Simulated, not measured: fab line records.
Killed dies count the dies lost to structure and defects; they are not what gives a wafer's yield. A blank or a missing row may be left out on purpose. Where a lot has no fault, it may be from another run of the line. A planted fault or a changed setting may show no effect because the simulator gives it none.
Matching of chambers :: flow nand harc :: ald metal-01 running NHARC_A_BLC_ALD_23: 4 sister chambers
The step deposits TiN, target thk 3 nm, pulse time 1 s, ald cycles 150. 8 wafers are shown with their chamber, then 9 later ones without.

EACH WAFER AND ITS CHAMBER
wafer: L473.1
chamber: 0
heater power w (W): 930
precursor pulse height rel: 0.996

wafer: L473.5
chamber: 3
heater power w (W): 1208
precursor pulse height rel: 0.980

wafer: L476.3
chamber: 1
heater power w (W): 1128
precursor pulse height rel: 1.002

wafer: L478.5
chamber: 2
heater power w (W): 1151
precursor pulse height rel: 1.003

wafer: L478.6
chamber: 1
heater power w (W): 1078
precursor pulse height rel: 1.008

wafer: L483.2
chamber: 2
heater power w (W): 1172
precursor pulse height rel: 1.033

wafer: L483.3
chamber: 3
heater power w (W): 1130
precursor pulse height rel: 1.026

wafer: L483.4
chamber: 0
heater power w (W): 879
precursor pulse height rel: 1.028

WAFERS MISSING THEIR CHAMBER
wafer: L479.1
heater power w (W): 1078
precursor pulse height rel: 1.006

wafer: L479.4
heater power w (W): 1212
precursor pulse height rel: 1.032

wafer: L479.6
heater power w (W): 1099
precursor pulse height rel: 0.973

wafer: L481.1
heater power w (W): 1177
precursor pulse height rel: 0.996

wafer: L481.3
heater power w (W): 1179
precursor pulse height rel: 1.022

wafer: L481.6
heater power w (W): 1153
precursor pulse height rel: 0.983

wafer: L487.2
heater power w (W): 1141
precursor pulse height rel: 0.987

wafer: L487.4
heater power w (W): 1067
precursor pulse height rel: 1.005

wafer: L487.6
heater power w (W): 1071
precursor pulse height rel: 1.014

THE CHAMBER EACH PASSED THROUGH
wafer: L479.1
from the rows above: can't be placed: 1 or 2 or 3
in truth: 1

wafer: L479.4
from the rows above: can't be placed: 2 or 3 or 1
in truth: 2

wafer: L479.6
from the rows above: can't be placed: 1 or 3 or 2
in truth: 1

wafer: L481.1
from the rows above: can't be placed: 3 or 2 or 1
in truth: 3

wafer: L481.3
from the rows above: can't be placed: 2 or 3 or 1
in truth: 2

wafer: L481.6
from the rows above: can't be placed: 3 or 2 or 1
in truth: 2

wafer: L487.2
from the rows above: can't be placed: 3 or 1 or 2
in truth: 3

wafer: L487.4
from the rows above: can't be placed: 1 or 2 or 3
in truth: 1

wafer: L487.6
from the rows above: can't be placed: 1 or 2 or 3
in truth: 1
Placed correctly: 0 of 9. These rows do not allow placing 9 (true chamber among the candidates in 9). Number placed wrongly: 0.
How it was worked out, from the rows above alone: a wafer's distance from a chamber is the root of the sum, over the readings, of the square of ((its reading less the chamber's mean) divided by the reading's scatter). If the next closest chamber is less than 2 further off than the closest, the wafer can't be placed; otherwise it belongs to the closest. A chamber's mean is the mean of its shown wafers. The scatter: take each reading less its chamber's mean, square it, sum over the shown wafers, divide by the number of wafers less the number of chambers, and take the root.
